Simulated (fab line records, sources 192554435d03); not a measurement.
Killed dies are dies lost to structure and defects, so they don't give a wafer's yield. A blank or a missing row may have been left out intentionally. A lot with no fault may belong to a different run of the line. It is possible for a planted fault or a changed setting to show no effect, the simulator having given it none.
fab line records	flow n5Finfet
record lots=7	wafers=19	lastDay=17
route steps=1938 shown ILD0@337 SDB@347 BEOL_M4@1111 PASSIVATION@1936
lots with no fault: from the same line, run without faults
startH: the number of hours between the record's first day and the start of the first shown wafer of the lot	waitH: how many hours have passed since the lot's step before this one	" as in the row above	L1.1+2: several wafers, shown together as one row	- value missing, or start not given	* or withheld: withheld	< > ~ a bound
route shown NAME@n: names a module that has steps shown in the file, with the first one's number in the route	usual: mean/standard deviation of fault-free wafers	same: alike in all rows	chamber/n: place in a boat	sites: per-site readings	_std_site: standard deviation across them	_edge_site: mean of outer sites minus mean of inner sites	radiusMm: for every site, how far away it sits from the centre of the wafer	mask NAME#n: copy n	behind: tool/chamber where the wafer was last shaped	hold: cause of the lot's hold/its duration in hours/its outcome	device: the n, p or np transistor that did not switch	end of line: tests run on the same wafers once the route is complete	for a step that has no rows: nothing shown but its recipe	killed: at the first sort, the dies lost to defects and structure; wafer yield is something else	map: shows each die of a wafer: x if killed, . if not, _ if none is there
set.NAME: the setting that was run; set.NAME@STEP: the one run at that earlier step	model.NAME: the simulator's own value behind a step, which no gauge read
certain route steps with their lots: each step a table, each wafer a row
services: a tool's chamber out of use, with start hour (startH, from the record's first day; less than 0 if before it), hours out, and reason
## steps
# step N5_ILD0_CURE_02
# recipe tempC=450	timeS=1800	ambient=steam	idleTempC=400	rampUpCPerMin=5	rampDownCPerMin=3	densificationPH2oTorr=640
# step N5_ILD0_CMP_03
# recipe stopOn=SiNx	tOverpolishS=1.9	postCmpClean=alkalineBrush	downForcePsi=4.1491	platenRpm=51.796	padVelocityMS=1.0306	targetThkNm=197.38
# usual motorCurrentA=12.1/1	overpolishRunS=1.899/0.0091	timeToEndpointS=70/5.5
lot.wafer	tool	chamber	startH	waitH	motorCurrentA	overpolishRunS	timeToEndpointS
L180.2	cmp-01	0	86.97	0.2	11.7	1.910	69
L180.5	"	1	"	"	10.8	1.894	61
L180.6	"	2	"	"	12.2	1.912	72
L182.2	cmp-01	0	97.44	0.3	11.4	1.906	72
L182.4	"	2	"	"	12.5	1.906	74
L182.5	"	0	"	"	11.7	1.909	71
L187.2	cmp-03	3	127.44	0.0	11.0	1.900	70
L187.4	"	0	"	"	12.7	1.905	73
L187.6	"	3	"	"	10.5	1.888	71
L191.4	cmp-01	3	151.97	0.2	11.1	1.887	83
L191.5	"	1	"	"	10.7	1.896	64
L194.4	cmp-01	0	170.45	0.1	11.3	1.899	72
L194.5	"	2	"	"	12.1	1.910	71
L195.1	cmp-02	2	177.79	0.1	12.7	1.885	67
L195.3	"	0	"	"	12.7	1.897	67
L195.6	"	2	"	"	13.2	1.892	70
L199.2	cmp-02	3	201.54	0.0	13.0	1.909	78
L199.3	"	0	"	"	13.1	1.904	67
L199.1	"	2	"	"	13.3	1.906	68
# step N5_ILD0_THK_MEAS_04
# usual thkNm=197.3/1.6
lot.wafer	tool	chamber	startH	waitH	thkNm
L180.2	filmMetro-02	-	87.15	-	197.8
L180.5	"	-	"	"	194.6
L180.6	"	-	"	"	198.8
L182.2	filmMetro-02	-	97.70	-	196.8
L182.4	"	-	"	"	198.3
L182.5	"	-	"	"	197.9
L187.2	filmMetro-01	-	127.74	-	197.6
L187.4	"	-	"	"	198.6
L187.6	"	-	"	"	198.3
L191.4	filmMetro-01	-	152.15	-	200.5
L191.5	"	-	"	"	196.5
L194.4	filmMetro-02	-	170.67	-	195.4
L194.5	"	-	"	"	195.9
L195.1	filmMetro-02	-	178.04	-	195.6
L195.3	"	-	"	"	196.3
L195.6	"	-	"	"	196.3
L199.1	filmMetro-02	-	201.84	-	197.8
L199.2	"	-	"	"	199.9
L199.3	"	-	"	"	197.5
# step N5_ILD0_CMP_07
# recipe stopOn=poly-Si	material=SiO2_flowable	tOverpolishS=1.18	postCmpClean=alkalineBrush	downForcePsi=4.1491	platenRpm=51.796	padVelocityMS=1.0306	targetThkNm=138.88
# usual motorCurrentA=12.4/1.2
lot.wafer	tool	chamber	startH	waitH	motorCurrentA
L180.2	cmp-02	1	87.18	0.0	14.8
L180.6	"	1	"	"	14.8
L180.5	"	2	"	"	13.2
L182.2	cmp-01	1	97.72	0.0	10.7
L182.4	"	3	"	"	11.5
L182.5	"	1	"	"	10.7
L187.4	cmp-01	1	127.95	0.2	11.1
L187.2	"	3	"	"	11.6
L187.6	"	1	"	"	11.0
L191.4	cmp-03	2	152.29	0.1	11.9
L191.5	"	0	"	"	12.4
L194.4	cmp-02	1	170.81	0.1	14.9
L194.5	"	3	"	"	12.3
L195.1	cmp-03	2	178.07	0.0	11.9
L195.3	"	3	"	"	10.0
L195.6	"	2	"	"	11.9
L199.2	cmp-01	2	201.90	0.1	12.4
L199.3	"	3	"	"	11.2
L199.1	"	0	"	"	12.1
# step N5_ILD0_THK_MEAS_08
# usual thkNm=138.4/1.4
lot.wafer	tool	chamber	startH	waitH	thkNm
L180.2	filmMetro-02	-	87.47	-	139.2
L180.5	"	-	"	"	138.4
L180.6	"	-	"	"	138.4
L182.2	filmMetro-01	-	98.02	-	136.4
L182.4	"	-	"	"	141.2
L182.5	"	-	"	"	135.0
L187.2	filmMetro-01	-	128.21	-	139.2
L187.4	"	-	"	"	135.8
L187.6	"	-	"	"	134.7
L191.4	filmMetro-01	-	152.48	-	137.3
L191.5	"	-	"	"	139.3
L194.4	filmMetro-02	-	170.99	-	139.4
L194.5	"	-	"	"	140.1
L195.1	filmMetro-01	-	178.37	-	137.3
L195.3	"	-	"	"	138.3
L195.6	"	-	"	"	137.4
L199.1	filmMetro-02	-	202.16	-	138.5
L199.2	"	-	"	"	139.4
L199.3	"	-	"	"	140.5
# step N5_ILD0_PRECLEAN_10
# recipe chemistry=NF3:NH3	afsCycles=5	timeS=20	tempC=30	sublimationTempC=180	sublimationTimeS=60	pressureTorr=3	rfPowerW=30
# step N5_ILD0_ALD_15
# recipe material=SiNx	targetThkA=240	tempC=400	aldPrecursorFamily=SiH2I2	aldCoReactant=N2/H2-plasma	pulseTimeS=1	aldCycles=480	purgeTimeS=2	coReactantPurgeTimeS=2	pressureTorr=2
# usual heaterPowerW=809/81	precursorPulseHeightRel=0.999/0.019
lot.wafer	tool	chamber	startH	waitH	heaterPowerW	precursorPulseHeightRel
L180.2	aldSin-03	1	88.19	0.5	658	1.016
L180.5	"	0	89.27	1.2	959	0.977
L180.6	"	3	"	"	900	0.989
L182.2	aldSin-02	0	99.32	1.0	768	0.995
L182.4	"	1	"	"	803	1.044
L182.5	"	1	100.40	1.8	779	1.020
L187.2	aldSin-02	3	129.54	1.1	755	1.015
L187.4	"	1	"	"	771	0.978
L187.6	"	3	130.62	1.7	772	0.969
L191.4	aldSin-02	1	153.31	0.4	792	1.046
L191.5	"	3	154.40	1.3	762	1.024
L194.4	aldSin-03	1	171.72	0.3	670	0.991
L194.5	"	3	172.81	1.2	908	0.997
L195.1	aldSin-02	1	179.08	0.6	800	0.981
L195.3	"	2	"	"	814	0.997
L195.6	"	3	180.17	1.1	737	0.999
L199.1	aldSin-02	2	202.88	0.6	804	1.007
L199.2	"	0	"	"	769	0.977
L199.3	"	3	"	"	765	1.021
# step N5_ILD0_CMP_12
# recipe stopOn=poly-Si	material=SiNx	tOverpolishS=6	postCmpClean=alkalineBrush	downForcePsi=2.5	platenRpm=51.8	padVelocityMS=1.0307	targetThkNm=17.67
# usual motorCurrentA=9.1/0.86	overpolishRunS=6.000/0.0091	timeToEndpointS=28/3.7
lot.wafer	tool	chamber	startH	waitH	motorCurrentA	overpolishRunS	timeToEndpointS
L180.2	cmp-03	2	90.43	1.2	8.8	6.004	25
L180.5	"	1	"	"	10.1	6.002	23
L180.6	"	2	"	"	8.8	6.002	24
L182.2	cmp-03	3	101.56	1.2	7.6	6.014	30
L182.4	"	0	"	"	9.1	5.990	33
L182.5	"	2	"	"	9.0	6.010	29
L187.2	cmp-02	3	131.78	1.2	9.4	5.990	35
L187.4	"	1	"	"	10.9	6.015	27
L187.6	"	3	"	"	9.2	6.002	34
L191.4	cmp-02	0	155.63	1.2	9.7	5.990	25
L191.5	"	1	"	"	11.6	5.993	28
L194.4	cmp-02	0	174.03	1.2	9.2	5.998	30
L194.5	"	2	"	"	9.6	5.995	27
L195.1	cmp-03	1	181.36	1.2	10.2	6.013	27
L195.3	"	2	"	"	8.6	6.002	28
L195.6	"	3	"	"	7.5	5.992	30
L199.2	cmp-01	2	205.08	1.1	8.8	5.997	31
L199.3	"	0	"	"	8.6	5.988	29
L199.1	"	1	"	"	8.2	6.004	24
# step N5_ILD0_THK_MEAS_13
# usual thkNm=17.1/1.6
lot.wafer	tool	chamber	startH	waitH	thkNm
L180.2	filmMetro-02	-	90.68	-	15.7
L180.5	"	-	"	"	15.6
L180.6	"	-	"	"	16.1
L182.2	filmMetro-01	-	101.81	-	17.6
L182.4	"	-	"	"	18.9
L182.5	"	-	"	"	16.5
L187.2	filmMetro-01	-	132.03	-	18.8
L187.4	"	-	"	"	17.0
L187.6	"	-	"	"	18.7
L191.4	filmMetro-01	-	155.81	-	17.0
L191.5	"	-	"	"	17.7
L194.4	filmMetro-02	-	174.22	-	17.4
L194.5	"	-	"	"	17.8
L195.1	filmMetro-02	-	181.58	-	16.5
L195.3	"	-	"	"	16.9
L195.6	"	-	"	"	17.7
L199.1	filmMetro-01	-	205.37	-	14.7
L199.2	"	-	"	"	16.0
L199.3	"	-	"	"	16.5
# step N5_ILD0_INSPECT_06
# recipe inspectInstrument=darkfield	mode=postCmp
# usual rawDefectCount=40/18
lot.wafer	tool	chamber	startH	waitH	rawDefectCount
L180.2	defectInspect-02	-	90.71	0.0	27
L180.5	"	-	"	"	33
L180.6	"	-	"	"	20
L182.2	defectInspect-01	-	101.84	0.0	35
L182.4	"	-	"	"	33
L182.5	"	-	"	"	36
L187.2	defectInspect-01	-	132.06	0.0	39
L187.4	"	-	"	"	40
L187.6	"	-	"	"	33
L191.4	defectInspect-01	-	155.84	0.0	20
L191.5	"	-	"	"	14
L194.4	defectInspect-01	-	174.24	0.0	28
L194.5	"	-	"	"	51
L195.1	defectInspect-01	-	181.60	0.0	39
L195.3	"	-	"	"	35
L195.6	"	-	"	"	30
L199.1	defectInspect-01	-	205.40	0.0	83
L199.2	"	-	"	"	22
L199.3	"	-	"	"	54
# step N5_SDB_HM_DEP_00
# recipe material=SiNx	targetThkA=400	tempC=400	precursor=SiH4/NH3/N2	pressureTorr=1.5	rfW=300	timeS=35.3
# usual heaterPowerW=744/120	showerheadPlenumPTorr=5.12/0.061	throttleValvePct=41.3/2.5
lot.wafer	tool	chamber	startH	waitH	heaterPowerW	showerheadPlenumPTorr	throttleValvePct
L180.2	pecvd-02	1	90.75	0.0	759	5.13	42.3
L180.5	"	0	"	"	620	5.14	39.5
L180.6	"	1	"	"	775	5.12	42.0
L182.2	pecvd-03	0	101.88	0.0	900	5.06	40.7
L182.4	"	0	"	"	856	5.07	40.6
L182.5	"	1	"	"	593	5.12	45.3
L187.2	pecvd-03	1	132.10	0.0	639	5.10	44.8
L187.4	"	1	"	"	638	5.10	45.0
L187.6	"	0	"	"	917	5.03	40.6
L191.4	pecvd-03	0	155.90	0.1	839	5.07	40.7
L191.5	"	1	"	"	658	5.10	44.9
L194.4	pecvd-03	0	174.35	0.1	908	5.06	40.9
L194.5	"	1	"	"	633	5.11	45.1
L195.1	pecvd-02	2	181.64	0.0	662	5.26	42.3
L195.3	"	0	"	"	628	5.12	39.9
L195.6	"	2	"	"	660	5.27	42.8
L199.1	pecvd-02	1	205.44	0.0	765	5.13	42.2
L199.2	"	0	"	"	648	5.14	39.9
L199.3	"	1	"	"	770	5.13	42.0
# step N5_SDB_COAT_03
# recipe resist=SOC	tempC=250	timeS=60	spinRpm=1500	resistThkNm=100
# step N5_SDB_COAT_04
# recipe resist=SiARC	tempC=220	timeS=60	spinRpm=1500	resistThkNm=18
# usual chillPlateTempC=23.01/0.1	dispensePressureKPa=47/3.1	heaterPowerTotalW=427.7/2.2	runLengthS=66.22/0.2
lot.wafer	tool	chamber	startH	waitH	chillPlateTempC	dispensePressureKPa	heaterPowerTotalW	runLengthS
L180.2	lithoTrack-02	0	90.83	-	22.99	44	425.8	66.35
L180.5	"	0	"	"	23.05	44	426.4	66.35
L180.6	"	0	"	"	22.92	44	424.6	66.31
L182.2	lithoTrack-02	0	101.97	-	22.76	44	429.0	66.33
L182.4	"	0	"	"	22.77	44	429.1	66.44
L182.5	"	0	"	"	22.91	44	430.7	66.25
L187.2	lithoTrack-02	0	132.18	-	23.05	44	427.6	66.53
L187.4	"	0	"	"	23.03	44	428.6	66.46
L187.6	"	0	"	"	22.96	44	428.6	66.67
L191.4	lithoTrack-02	0	155.96	-	23.03	44	474.7	56.87
L191.5	"	0	"	"	23.05	44	427.5	66.37
L194.4	lithoTrack-02	0	174.41	-	22.90	44	476.8	56.78
L194.5	"	0	"	"	22.94	44	426.6	66.28
L195.1	lithoTrack-02	0	181.73	-	22.86	44	476.2	56.91
L195.3	"	0	"	"	22.91	44	425.6	66.35
L195.6	"	0	"	"	22.76	44	429.7	66.33
L199.1	lithoTrack-04	0	205.55	-	22.85	48	430.2	66.49
L199.2	"	0	"	"	22.92	48	424.3	66.42
L199.3	"	0	"	"	22.91	48	423.9	66.36
# step N5_SDB_COAT_05
# recipe resist=CAR-ArF	spinRpm=1500	resistThkNm=90
# step N5_BEOL_M4_RC_MEAS_101
# usual DIBL_N=36.6/2.3	DIBL_P=36.3/2.8	IOFF_N=0.17/0.047	IOFF_P=0.22/0.048	ION_N=676/14	ION_P=463/9.4	SS_N=71.6/0.84	SS_P=73.4/0.85	VT_N=249/3.7	VT_P=-249/3.6
lot.wafer	tool	chamber	startH	waitH	DIBL_N[mV/V]	DIBL_P[mV/V]	IOFF_N[nA/um]	IOFF_P[nA/um]	ION_N[uA/um]	ION_P[uA/um]	SS_N[mV/dec]	SS_P[mV/dec]	VT_N[mV]	VT_P[mV]
L180.2	prober-02	0	188.24	0.2	36.8	37.8	0.18	0.22	691	469	71.6	73.3	247	-252
L180.5	"	0	"	"	35.6	36.3	0.16	0.19	692	468	70.5	72.8	248	-251
L180.6	"	0	"	"	40.8	41.1	0.22	0.26	667	453	72.5	74.5	246	-250
L182.2	prober-02	0	204.50	0.2	36.7	36.2	0.14	0.18	662	454	72.0	73.0	252	-253
L182.4	"	0	"	"	39.9	40.5	0.21	0.25	681	459	72.5	74.6	245	-251
L182.5	"	0	"	"	35.4	34.4	0.12	0.16	670	461	71.5	72.5	254	-255
L187.2	prober-02	0	228.86	0.2	34.3	33.6	0.12	0.16	646	442	70.7	72.3	253	-254
L187.4	"	0	"	"	40.3	41.2	0.26	0.28	683	465	72.1	73.7	245	-244
L187.6	"	0	"	"	35.9	35.4	0.15	0.18	669	458	70.8	72.4	249	-254
L191.4	prober-02	0	261.92	0.5	36.1	36.1	0.17	0.24	691	479	71.0	74.3	248	-250
L191.5	"	0	"	"	37.3	36.5	0.18	0.24	703	481	72.0	73.8	247	-249
L194.4	prober-01	0	274.06	0.5	36.1	36.4	0.16	0.22	679	466	71.5	73.1	250	-250
L194.5	"	0	"	"	31.4	29.1	0.09	0.12	656	457	70.5	71.5	257	-256
L195.1	prober-01	0	287.03	0.0	35.7	36.3	0.14	0.21	665	455	71.8	72.9	254	-250
L195.3	"	0	"	"	34.5	35.4	0.14	0.20	678	465	71.7	72.7	250	-249
L195.6	"	0	"	"	35.3	36.4	0.14	0.21	672	471	71.3	73.1	253	-249
L199.1	prober-02	0	310.00	0.0	38.8	39.8	0.25	0.30	695	471	72.7	74.7	243	-244
L199.2	"	0	"	"	33.5	34.2	0.13	0.19	691	475	71.0	73.2	251	-252
L199.3	"	0	"	"	37.5	35.8	0.20	0.21	659	451	73.5	72.6	251	-249
# step N5_PASSIVATION_PROBE_49
# usual defectLimitedYield=91.5/1.5	killed_at_M0_to_M3=33/9.9	killed_at_M4_up=14/5.2	killedAtContacts=11/5.2	killedAtFrontEnd=38/10	killedAtOther=4/3.5	killedDies=100/18	killedOpen=66/14	killedShort=32/6.9	sort_bin_4_leakage=0.00/0.027	sort_bin_5_function=5.0/1	sort_bin_6_memory=3.1/0.69	sort_bin_8_speed=0.03/0.26	sortNPass=1080/18	sortYieldPct=91.5/1.5
# same grossDies=1180	killedAtBackSide=0
lot.wafer	tool	chamber	startH	waitH	defectLimitedYield[%]	killed_at_M0_to_M3	killed_at_M4_up	killedAtContacts	killedAtFrontEnd	killedAtOther	killedDies	killedOpen	killedShort	sort_bin_4_leakage[%]	sort_bin_5_function[%]	sort_bin_6_memory[%]	sort_bin_8_speed[%]	sortNPass	sortYieldPct[%]
L180.2	prober-01	-	297.56	0.1	91.9	39	6	9	38	3	95	66	29	0	4.8	3.2	0	1085	91.9
L180.5	prober-01	-	297.71	0.2	91.5	47	11	13	26	3	100	64	36	0	5.3	2.9	0	1080	91.5
L180.6	prober-01	-	297.76	0.3	91.6	28	19	17	34	1	99	67	32	0	5.7	2.5	0	1081	91.6
L182.2	prober-02	-	333.66	0.2	91.0	47	15	13	30	1	106	72	34	0	5.7	3.1	0	1074	91.0
L182.4	prober-02	-	333.76	0.3	91.9	36	7	7	40	6	96	59	37	0	5.0	2.9	0	1084	91.9
L182.5	prober-02	-	333.81	0.3	92.3	28	17	7	34	5	91	56	35	0	4.6	2.6	0	1089	92.3
L194.4	prober-01	-	387.29	0.2	93.6	15	13	6	37	4	75	44	27	0	3.6	2.2	0	1105	93.6
L195.1	prober-01	-	392.10	0.0	90.9	29	14	13	50	1	107	71	32	0	5.5	3.1	0	1073	90.9
L195.3	prober-01	-	392.20	0.1	90.8	33	6	16	53	0	108	66	40	0	5.6	3.2	0	1072	90.8
L195.6	prober-01	-	392.35	0.3	91.0	43	8	6	47	2	106	65	39	0	5.3	3.2	0	1074	91.0
L199.1	prober-02	-	417.01	0.6	90.3	26	26	19	38	5	114	78	32	0	5.3	4.2	0	1066	90.3
L199.2	prober-02	-	417.06	0.6	90.4	30	21	8	50	4	113	76	37	0	5.7	3.7	0	1067	90.4
L199.3	prober-02	-	417.11	0.7	90.3	36	20	9	45	4	114	69	45	0	5.3	4.1	0	1066	90.3
# killed by level:class
L180.2 DUMMY_GATE:geometricParticle:open=10 BEOL_M0_SAQP:geometricParticle:short=10 BEOL_M1:geometricParticle:open=9 MOL_CONTACT_COAG:geometricParticle:open=8 BEOL_M0_SAQP:geometricParticle:open=8 STI_FIN_REVEAL:geometricParticle:open=6 FIN_SAQP:geometricParticle:open=4 BEOL_M2:geometricParticle:open=4
L180.5 BEOL_M0_SAQP:geometricParticle:short=12 BEOL_M0_SAQP:geometricParticle:open=10 FIN_SAQP:geometricParticle:open=9 MOL_CONTACT_COAG:geometricParticle:open=9 BEOL_M1:geometricParticle:short=7 BEOL_M2:geometricParticle:open=7 BEOL_M3:geometricParticle:open=5 MOL_CONTACT_COAG:geometricParticle:short=4
L180.6 MOL_CONTACT_COAG:geometricParticle:open=12 FIN_SAQP:geometricParticle:open=8 BEOL_M2:geometricParticle:open=7 BEOL_M3:geometricParticle:open=7 BEOL_M4:geometricParticle:open=6 FIN_SAQP:geometricParticle:short=5 BEOL_M0_SAQP:geometricParticle:short=5 MOL_CONTACT_COAG:geometricParticle:short=5
L182.2 BEOL_M2:geometricParticle:open=14 BEOL_M0_SAQP:geometricParticle:short=12 MOL_CONTACT_COAG:geometricParticle:open=11 STI_FIN_REVEAL:geometricParticle:open=10 BEOL_M0_SAQP:geometricParticle:open=9 BEOL_M4:geometricParticle:open=6 FIN_SAQP:geometricParticle:short=5 FIN_SAQP:geometricParticle:open=5
L182.4 BEOL_M0_SAQP:geometricParticle:open=13 BEOL_M0_SAQP:geometricParticle:short=11 FIN_SAQP:geometricParticle:open=8 FIN_SAQP:geometricParticle:short=7 MOL_CONTACT_COAG:geometricParticle:open=6 STARTING-WAFER:geometricParticle:open=6 STI_FIN_REVEAL:geometricParticle:open=4 BEOL_M2:geometricParticle:open=4
L182.5 BEOL_M0_SAQP:geometricParticle:short=11 STI_FIN_REVEAL:geometricParticle:open=9 BEOL_M0_SAQP:geometricParticle:open=9 BEOL_M4:geometricParticle:open=7 MOL_CONTACT_COAG:geometricParticle:open=5 BEOL_M4:geometricParticle:short=5 STARTING-WAFER:geometricParticle:short=5 FIN_SAQP:geometricParticle:open=4
L194.4 FIN_SAQP:geometricParticle:short=15 BEOL_M2:geometricParticle:open=6 STARTING-WAFER:geometricParticle:open=5 STI_FIN_REVEAL:geometricParticle:open=4 DUMMY_GATE:geometricParticle:open=4 MOL_CONTACT_COAG:geometricParticle:open=4 BEOL_M8:geometricParticle:open=4 FIN_SAQP:geometricParticle:open=3
L195.1 BEOL_M3:geometricParticle:open=13 MOL_CONTACT_COAG:geometricParticle:open=11 FIN_SAQP:geometricParticle:open=10 STI_FIN_REVEAL:geometricParticle:open=10 FIN_SAQP:geometricParticle:short=9 DUMMY_GATE:geometricParticle:open=5 GATE_CUT:geometricParticle:short=4 BEOL_M0_SAQP:geometricParticle:open=4
L195.3 FIN_SAQP:geometricParticle:open=15 FIN_SAQP:geometricParticle:short=14 STI_FIN_REVEAL:geometricParticle:open=12 MOL_CONTACT_COAG:geometricParticle:open=12 BEOL_M0_SAQP:geometricParticle:short=8 BEOL_M1:geometricParticle:open=8 BEOL_M3:geometricParticle:open=7 BEOL_M3:geometricParticle:short=5
L195.6 FIN_SAQP:geometricParticle:open=16 FIN_SAQP:geometricParticle:short=15 BEOL_M3:geometricParticle:open=13 BEOL_M0_SAQP:geometricParticle:short=9 BEOL_M1:geometricParticle:open=8 BEOL_M0_SAQP:geometricParticle:open=7 STI_FIN_REVEAL:geometricParticle:open=5 STARTING-WAFER:geometricParticle:short=4
L199.1 FIN_SAQP:geometricParticle:open=17 MOL_CONTACT_COAG:geometricParticle:open=16 BEOL_M4:geometricParticle:open=9 BEOL_M4:geometricParticle:short=7 BEOL_M1:geometricParticle:open=6 BEOL_M0_SAQP:geometricParticle:open=4 BEOL_M0_SAQP:geometricParticle:short=4 PASS1_DEP:geometricParticle:open=4
L199.2 STI_FIN_REVEAL:geometricParticle:open=13 BEOL_M0_SAQP:geometricParticle:open=12 BEOL_M4:geometricParticle:open=10 FIN_SAQP:geometricParticle:open=9 FIN_SAQP:geometricParticle:short=8 BEOL_M0_SAQP:geometricParticle:short=8 MOL_CONTACT_COAG:geometricParticle:open=7 BEOL_M4:geometricParticle:short=6
L199.3 FIN_SAQP:geometricParticle:open=16 BEOL_M2:geometricParticle:open=8 FIN_SAQP:geometricParticle:short=7 BEOL_M4:geometricParticle:open=7 GATE_CUT:geometricParticle:open=6 BEOL_M0_SAQP:geometricParticle:short=6 BEOL_M3:geometricParticle:open=6 BEOL_M4:geometricParticle:short=6
## services
tool	chamber	startH	hours	kind
pecvd-02	0	63.30	5.5	scheduledDown
lithoTrack-02	-	64.53	-	consumableReplace:filter
cmp-02	-	74.74	2.3	repair
aldSin-03	0	78.90	2.7	repair
cmp-01	-	92.86	4.5	repair
aldSin-02	-	107.27	6.0	pm
cmp-02	-	113.66	4.0	pm
cmp-02	-	117.66	-	consumableReplace:conditioner
cmp-02	-	117.66	-	consumableReplace:pad
pecvd-02	2	125.40	18.7	repair
cmp-03	-	134.55	0.3	repair
cmp-02	-	134.88	1.3	repair
aldSin-03	0	136.85	2.9	repair
cmp-01	-	138.32	6.1	repair
cmp-03	-	139.44	2.7	repair
pecvd-03	2	148.46	2.1	scheduledDown
aldSin-03	1	174.75	4.0	repair
aldSin-03	-	178.04	14.0	pm
pecvd-03	-	180.29	2.2	repair
cmp-03	-	182.72	0.4	repair
pecvd-02	2	202.38	-	clean
pecvd-02	2	202.38	-	consumableReplace:showerhead
pecvd-02	2	202.38	29.0	scheduledDown
pecvd-02	2	202.38	29.0	ventCycle
## key
firstSign step=N5_SDB_COAT_04	reading=runLengthS	direction=down	sigmas=48	usual=*	struck=*
effect step=N5_SDB_COAT_04	reading=heaterPowerTotalW	direction=up	sigmas=22	usual=*	struck=*
metAt N5_SDB_COAT_04
struckWafers L191.4,L194.4,L195.1
onsetBetween 132.18 155.96
fault kind=processParameterDrift	tool=lithoTrack-02	chamber=-	onsetH=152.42	steps=N5_SDB_COAT_04	channel=timeS	offset=*	shape=step	endH=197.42	scope=struckWafersOnly	actsIn=*	stated=*
